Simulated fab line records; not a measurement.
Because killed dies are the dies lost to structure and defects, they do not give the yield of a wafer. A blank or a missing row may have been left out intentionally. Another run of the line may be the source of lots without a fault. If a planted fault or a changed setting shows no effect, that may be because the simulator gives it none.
The tool behind it: which one? | flow n5Finfet | Sampling: 8 lots, 23 wafers, 5 of 1938 route steps

== WHAT EACH GAUGE READ, for each wafer ==
N5_BEOL_M4_RC_MEAS_101. Usual: DIBL_N 36.4 mV/V, standard deviation 1.9; DIBL_P 35.8 mV/V, standard deviation 2.1; IOFF_N 0.158 nA/um, standard deviation 0.029; IOFF_P 0.21 nA/um, standard deviation 0.035; ION_N 676 uA/um, standard deviation 14; ION_P 465 uA/um, standard deviation 9.7; SS_N 71.5 mV/dec, standard deviation 0.66; SS_P 73.4 mV/dec, standard deviation 0.7; VT_N 249.8 mV, standard deviation 3; VT_P -250 mV, standard deviation 3.3.
lot  | measured     | on        | DIBL_N (mV/V)  | DIBL_P (mV/V)  | IOFF_N (nA/um)    | IOFF_P (nA/um) | ION_N (uA/um) | ION_P (uA/um) | SS_N (mV/dec)  | SS_P (mV/dec)  | VT_N (mV)         | VT_P (mV)      | flag
L586 | day 9 10:26  | prober-02 | 38.1 37.7 35.1 | 37.1 36.5 33.8 | 0.194 0.180 0.139 | 0.26 0.25 0.21 | 698 703 691   | 479 489 482   | 71.5 71.7 70.8 | 73.5 73.9 72.7 | 243.8 246.4 249.2 | -245 -247 -247 | 
L588 | day 9 19:14  | prober-02 | 38.7 37.0      | 39.5 37.7      | 0.200 0.170       | 0.23 0.21      | 693 694       | 465 473       | 72.1 71.2      | 74.2 73.7      | 246.4 248.1       | -250 -253      | 
L587 | day 9 17:47  | prober-01 | 37.6 35.9 36.8 | 38.6 36.5 36.9 | 0.163 0.137 0.157 | 0.19 0.17 0.17 | 661 650 659   | 446 443 446   | 70.9 71.0 71.7 | 73.8 73.6 73.1 | 250.5 253.8 250.6 | -253 -256 -257 | 
L592 | day 11 02:13 | prober-02 | 36.7 33.3 37.8 | 36.4 32.6 36.6 | 0.161 0.110 0.167 | 0.22 0.17 0.23 | 684 675 667   | 468 465 461   | 72.4 70.9 72.5 | 73.9 72.2 73.8 | 250.9 255.0 252.5 | -247 -251 -246 | 
L598 | day 12 18:08 | prober-01 | 36.4 36.7 36.3 | 36.5 37.1 34.9 | 0.190 0.190 0.168 | 0.23 0.23 0.19 | 687 686 662   | 469 462 455   | 71.2 71.8 71.9 | 73.5 73.0 72.3 | 245.3 244.6 247.2 | -252 -249 -251 | 
L597 | day 12 22:19 | prober-01 | 36.3 35.3 37.1 | 36.4 35.0 36.8 | 0.150 0.140 0.162 | 0.20 0.18 0.21 | 664 671 683   | 454 454 460   | 71.9 71.2 71.9 | 73.8 72.8 73.5 | 249.2 251.6 251.9 | -253 -254 -253 | 
L603 | day 14 12:35 | prober-02 | 37.4 34.5 38.1 | 37.4 32.9 38.2 | 0.166 0.117 0.185 | 0.20 0.15 0.22 | 686 664 688   | 465 452 465   | 72.2 71.0 71.3 | 73.7 72.8 73.6 | 249.1 253.6 248.7 | -254 -256 -253 | 
L604 | day 14 17:25 | prober-02 | 38.4 35.8 39.0 | 37.8 33.4 37.1 | 0.196 0.134 0.208 | 0.23 0.17 0.23 | 676 666 665   | 461 454 457   | 72.1 70.3 72.7 | 73.7 72.7 73.9 | 247.2 250.9 247.2 | -247 -251 -250 | 

== WHICH TOOL RAN EACH LOT (tool, then ch and the chambers of the sampled wafers, then the start) ==
lot  | N5_BEOL_M3_ETCH_64                | N5_BEOL_M3_DESCUM_33              | N5_BEOL_M3_ETCH_70                | N5_BEOL_M3_VIA_ETCH_34
L586 | rieDiel-06 ch 1,2, day 8 01:18    | rieDiel-01 ch 0,3, day 8 02:25    | rieDiel-02 ch 0,2, day 8 07:54    | rieDiel-02 ch 0,2, day 8 08:00
L588 | rieDiel-06 ch 1,2, day 8 07:29    | rieDiel-06 ch 0,1, day 8 08:43    | rieDiel-06 ch 0,2, day 8 16:29    | rieDiel-06 ch 0,2, day 8 16:35
L587 | rieDiel-06 ch 0,1,3, day 8 08:17  | rieDiel-06 ch 0,3, day 8 09:11    | rieDiel-02 ch 1,2,3, day 8 17:13  | rieDiel-02 ch 1,2,3, day 8 17:19
L592 | rieDiel-06 ch 2,3, day 9 06:17    | rieDiel-02 ch 1,3, day 9 07:26    | rieDiel-02 ch 0,2,3, day 9 15:39  | rieDiel-02 ch 0,2,3, day 9 15:45
L598 | rieDiel-06 ch 0,1,2, day 11 03:59 | rieDiel-01 ch 0,1,2, day 11 04:53 | rieDiel-02 ch 0,2,3, day 11 19:11 | rieDiel-02 ch 0,2,3, day 11 19:17
L597 | rieDiel-06 ch 0,3, day 11 04:41   | rieDiel-06 ch 1,2, day 11 05:37   | rieDiel-02 ch 0,1, day 11 20:22   | rieDiel-02 ch 0,1, day 11 20:28
L603 | rieDiel-06 ch 0,1, day 12 17:50   | rieDiel-02 ch 0,1,3, day 12 18:54 | rieDiel-02 ch 0,2,3, day 13 18:41 | rieDiel-02 ch 0,2,3, day 13 18:47
L604 | rieDiel-02 ch 0,2,3, day 12 23:31 | rieDiel-02 ch 2,3, day 13 00:22   | rieDiel-02 ch 2,3, day 13 19:07   | rieDiel-02 ch 2,3, day 13 19:13
- N5_BEOL_M3_ETCH_64: etches SOC in N2/H2, target depth 75 nm, overetch 15 nm, time 112.5 s.
- N5_BEOL_M3_DESCUM_33: chemistry O2, time 7 s.
- N5_BEOL_M3_ETCH_70: etches SOC in N2/H2, target depth 80 nm, overetch 16 nm, time 120 s.
- N5_BEOL_M3_VIA_ETCH_34: etches the open film in C4F6/O2, target depth 69.4 nm, time 65.9 s.

== AS READ BY THE TOOLS THEMSELVES (means over the sampled wafers that have a number; for cases with no such wafer, the mark the record gives instead) ==
N5_BEOL_M3_ETCH_64. Usual: drypumpMotorCurrentA 6.0 A, standard deviation 0.44; oesProductAu 0.60 a.u., standard deviation 0.059; rfFwdPowerW 836.8 W, standard deviation 2.8; rfVppV 523 V, standard deviation 3.2; showerheadPlenumPTorr 2.50 Torr, standard deviation 0.11; throttleValvePct 17.90 %, standard deviation 0.29.
lot  | tool       | drypumpMotorCurrentA (A) | oesProductAu (a.u.) | rfFwdPowerW (W) | rfVppV (V) | showerheadPlenumPTorr (Torr) | throttleValvePct (%) | flag
L586 | rieDiel-06 | 5.9                      | 0.62                | 836.9           | 521        | 2.45                         | 17.72                | 
L588 | rieDiel-06 | 5.8                      | 0.61                | 839.5           | 522        | 2.50                         | 17.78                | 
L587 | rieDiel-06 | 6.2                      | 0.58                | 838.9           | 520        | 2.43                         | 17.84                | 
L592 | rieDiel-06 | 6.3                      | 0.57                | 837.0           | 521        | 2.49                         | 18.07                | 
L598 | rieDiel-06 | 5.9                      | 0.65                | 837.9           | 522        | 2.49                         | 17.64                | 
L597 | rieDiel-06 | 6.5                      | 0.62                | 836.5           | 521        | 2.44                         | 17.89                | 
L603 | rieDiel-06 | 6.0                      | 0.69                | 833.7           | 522        | 2.44                         | 17.46                | 
L604 | rieDiel-02 | 6.6                      | 0.62                | 837.1           | 523        | 2.48                         | 17.88                | 

N5_BEOL_M3_DESCUM_33. Usual: drypumpMotorCurrentA is 6.0 A with standard deviation 0.43, o2FlowSccm is 225.0 sccm with standard deviation 0.72, oesProductAu is 0.76 a.u. with standard deviation 0.089, rfFwdPowerW is 49.40 W with standard deviation 0.25, rfVppV is 242.7 V with standard deviation 1.6, showerheadPlenumPTorr is 2.07 Torr with standard deviation 0.091, and throttleValvePct is 20.55 % with standard deviation 0.27.
lot  | tool       | drypumpMotorCurrentA (A) | o2FlowSccm (sccm) | oesProductAu (a.u.) | rfFwdPowerW (W) | rfVppV (V) | showerheadPlenumPTorr (Torr) | throttleValvePct (%) | flag
L586 | rieDiel-01 | 6.0                      | 224.8             | 0.73                | 48.96           | 242.9      | 2.07                         | 20.70                | 
L588 | rieDiel-06 | 6.0                      | 224.8             | 0.74                | 49.53           | 241.7      | 2.00                         | 20.37                | 
L587 | rieDiel-06 | 6.4                      | 225.2             | 0.70                | 49.39           | 241.8      | 2.00                         | 20.56                | 
L592 | rieDiel-02 | 5.7                      | 225.0             | 0.73                | 49.37           | 244.0      | 2.13                         | 20.62                | 
L598 | rieDiel-01 | 5.6                      | 225.1             | 0.72                | 49.16           | 243.6      | 2.09                         | 20.79                | 
L597 | rieDiel-06 | 5.7                      | 224.3             | 0.73                | 49.66           | 242.0      | 2.09                         | 20.46                | 
L603 | rieDiel-02 | 6.2                      | 224.7             | 0.78                | 49.36           | 243.4      | 2.14                         | 20.54                | 
L604 | rieDiel-02 | 6.3                      | 224.4             | 0.71                | 49.24           | 240.9      | 1.97                         | 20.82                | 

N5_BEOL_M3_ETCH_70. Usual: drypumpMotorCurrentA 6.1 A, standard deviation 0.47; oesProductAu 0.59 a.u., standard deviation 0.064; rfFwdPowerW 835.7 W, standard deviation 2.8; rfVppV 523 V, standard deviation 3.3; showerheadPlenumPTorr 2.51 Torr, standard deviation 0.11; throttleValvePct 17.9 %, standard deviation 0.32.
lot  | tool       | drypumpMotorCurrentA (A) | oesProductAu (a.u.) | rfFwdPowerW (W) | rfVppV (V) | showerheadPlenumPTorr (Torr) | throttleValvePct (%) | flag
L586 | rieDiel-02 | 6.7                      | 0.65                | 835.8           | 522        | 2.47                         | 17.7                 | 
L588 | rieDiel-06 | 5.8                      | 0.55                | 836.4           | 524        | 2.57                         | 17.9                 | 
L587 | rieDiel-02 | 6.1                      | 0.58                | 636.4           | 572        | 2.48                         | 18.0                 | OFF
L592 | rieDiel-02 | 6.6                      | 0.62                | 633.0           | 572        | 2.49                         | 17.8                 | OFF
L598 | rieDiel-02 | 6.6                      | 0.61                | 835.6           | 522        | 2.48                         | 17.9                 | 
L597 | rieDiel-02 | 6.4                      | 0.65                | 837.2           | 528        | 2.67                         | 17.5                 | 
L603 | rieDiel-02 | 6.5                      | 0.59                | 835.6           | 522        | 2.48                         | 17.9                 | 
L604 | rieDiel-02 | 6.4                      | 0.55                | 837.0           | 519        | 2.39                         | 18.2                 | 

N5_BEOL_M3_VIA_ETCH_34. Usual: C4F6_flow_sccm 10.00 sccm, standard deviation 0.035; drypumpMotorCurrentA 6.1 A, standard deviation 0.46; oesProductAu 0.76 a.u., standard deviation 0.086; rfFwdPowerW 347.2 W, standard deviation 1.4; rfVppV 667 V, standard deviation 7.6; showerheadPlenumPTorr 2.80 Torr, standard deviation 0.12; throttleValvePct 30.82 %, standard deviation 0.27.
lot  | tool       | C4F6_flow_sccm (sccm) | drypumpMotorCurrentA (A) | oesProductAu (a.u.) | rfFwdPowerW (W) | rfVppV (V) | showerheadPlenumPTorr (Torr) | throttleValvePct (%) | flag
L586 | rieDiel-02 | 10.03                 | 6.7                      | 0.84                | 346.1           | 661        | 2.78                         | 30.77                | 
L588 | rieDiel-06 | 10.03                 | 5.8                      | 0.70                | 348.1           | 672        | 2.87                         | 30.73                | 
L587 | rieDiel-02 | 10.00                 | 6.1                      | 0.75                | 347.4           | 665        | 2.77                         | 30.97                | 
L592 | rieDiel-02 | 9.98                  | 6.5                      | 0.81                | 348.0           | 661        | 2.80                         | 30.90                | 
L598 | rieDiel-02 | 10.03                 | 6.6                      | 0.79                | 347.7           | 661        | 2.79                         | 30.91                | 
L597 | rieDiel-02 | 10.00                 | 6.4                      | 0.84                | 348.3           | 667        | 3.00                         | 30.65                | 
L603 | rieDiel-02 | 10.00                 | 6.6                      | 0.77                | 347.5           | 661        | 2.79                         | 30.91                | 
L604 | rieDiel-02 | 10.00                 | 6.3                      | 0.71                | 347.2           | 660        | 2.68                         | 31.15                | 

== THE ANSWER, worked out from the rows above alone ==
Rule: take the mean of a lot's wafers that have a number; if it is more than 3 standard deviations from the usual mean, the lot is off. A lot without any number at a reading at which 4 lots or more have one is off too. Any other lot the step has rows for is counted as sound. First the gauges in route order, then the tools' own readings, where a lot's mean is used as printed above. At the first step where some lot is off, the reading lying furthest off is the one used; lots without a number count as furthest.
Off, at N5_BEOL_M3_ETCH_70 on rfFwdPowerW: L587, L592.
If a tool, at that step or one of the process steps before it, ran each lot that is off and ran no sound lot following the first of them, it fits. Not one of the candidates tried fits.

== WHAT HAD BEEN PUT IN BY THE SIMULATOR ==
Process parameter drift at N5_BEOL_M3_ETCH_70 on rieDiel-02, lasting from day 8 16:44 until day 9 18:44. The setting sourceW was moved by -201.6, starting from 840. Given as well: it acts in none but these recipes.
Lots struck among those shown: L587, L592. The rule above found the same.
